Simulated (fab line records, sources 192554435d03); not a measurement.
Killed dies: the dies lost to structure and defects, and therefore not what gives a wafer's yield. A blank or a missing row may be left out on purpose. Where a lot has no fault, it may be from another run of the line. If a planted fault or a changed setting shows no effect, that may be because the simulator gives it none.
Chamber matching	flow n5 finfet	4 sister chambers for N5_BEOL_M1_STRIP_36 on rie diel-01
The step strips in N2/H2. 4 wafers are shown with their chamber, then 7 later ones without.

## WAFERS PAIRED WITH THEIR CHAMBERS
wafer	chamber	showerhead plenum p Torr (Torr)
L084.2	3	2.43
L087.4	2	2.55
L091.1	1	2.41
L091.4	0	2.47

## WAFERS WITH NO CHAMBER GIVEN
wafer	showerhead plenum p Torr (Torr)
L091.6	2.54
L096.1	2.42
L096.4	2.47
L096.5	2.47
L097.2	2.40
L097.3	2.54
L097.4	2.42

## EACH ONE'S CHAMBER
wafer	from the rows above	in truth
L091.6	2	2
L096.1	can't be placed: 1 or 3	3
L096.4	0	0
L096.5	0	0
L097.2	1	1
L097.3	2	2
L097.4	can't be placed: 1 or 3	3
Placed correctly: 5 of 7. Unplaceable from these rows: 2, with the true chamber sitting among the candidates in 2. Number placed wrongly: 0.
How it was worked out, from the rows above alone: a wafer's distance from a chamber is the root of the sum, over the readings, of the square of ((its reading less the chamber's mean) divided by the reading's scatter). The wafer belongs to the nearest chamber; if the next one is less than 2 further off, it can't be placed. The mean given for a chamber averages the wafers shown for that chamber. The scatter: root of mean squared gap, hidden wafer to nearest shown wafer, with one shown wafer a chamber.
